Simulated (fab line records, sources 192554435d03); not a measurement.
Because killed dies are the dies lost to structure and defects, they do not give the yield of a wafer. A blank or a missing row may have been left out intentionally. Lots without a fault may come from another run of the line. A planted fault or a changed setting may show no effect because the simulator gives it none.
Chamber matching ; flow n5-finfet ; N5_PASSIVATION_STRIP_14 on rie-diel-03: 4 sister chambers
The step strips in O2. 22 wafers are shown with their chamber, then 11 later ones without.

WAFERS WITH THEIR CHAMBER
wafer;chamber;showerhead-plenum-p-Torr (Torr);oes-product-au (a.u.);throttle-valve-pct (%)
L076.1;3;2.08;0.72;16.78
L076.4;0;2.10;0.73;16.87
L076.5;3;2.08;0.73;16.77
L078.2;0;2.10;0.73;16.85
L078.5;3;2.08;0.73;16.79
L078.6;1;2.11;0.86;16.56
L079.1;0;2.10;0.72;16.90
L079.3;1;2.11;0.86;16.58
L079.5;0;2.10;0.74;16.88
L083.2;3;2.08;0.72;16.80
L083.3;1;2.11;0.85;16.59
L083.5;3;2.08;0.72;16.82
L085.1;3;2.08;0.71;16.80
L085.2;1;2.11;0.83;16.59
L085.5;0;2.10;0.71;16.91
L087.1;0;2.09;0.71;16.89
L087.4;1;2.11;0.83;16.61
L087.6;2;2.14;0.92;16.56
L086.1;3;2.08;0.70;16.86
L086.3;0;2.09;0.70;16.91
L086.4;2;2.14;0.92;16.60
L091.3;3;2.07;0.69;16.82

SIGNATURES, as means of the wafers listed above
reading;chamber 0;chamber 1;chamber 2;chamber 3;scatter within a chamber
showerhead-plenum-p-Torr;2.0971;2.1100;2.1400;2.0787;0.00358
oes-product-au;0.7200;0.8460;0.9200;0.7150;0.014
throttle-valve-pct;16.8871;16.5860;16.5800;16.8050;0.0243
Rule: a wafer's distance from a chamber is the root of the sum, over the readings, of the square of ((its reading less the chamber's mean) divided by the reading's scatter). If the next closest chamber is less than 2 further off than the closest, the wafer can't be placed; otherwise it belongs to the closest. The scatter: take each reading less its chamber's mean, square it, sum over the shown wafers, divide by the number of wafers less the number of chambers, and take the root.

WAFERS WITHOUT THEIR CHAMBER
wafer;showerhead-plenum-p-Torr (Torr);oes-product-au (a.u.);throttle-valve-pct (%)
L091.4;2.14;0.92;16.62
L091.5;2.09;0.70;16.90
L096.2;2.14;0.91;16.61
L096.3;2.09;0.71;16.91
L096.5;2.14;0.89;16.58
L093.1;2.10;0.81;16.62
L093.4;2.09;0.70;16.92
L093.5;2.07;0.70;16.88
L097.3;2.10;0.82;16.66
L097.5;2.09;0.71;16.93
L097.6;2.07;0.69;16.87

THE CHAMBER EACH PASSED THROUGH
wafer;from the rows above;in truth
L091.4;2;2
L091.5;0;0
L096.2;2;2
L096.3;0;0
L096.5;2;2
L093.1;1;1
L093.4;0;0
L093.5;3;3
L097.3;1;1
L097.5;0;0
L097.6;3;3
11 of 11 placed correctly. Number that these rows cannot place: 0. Placed wrongly: 0.
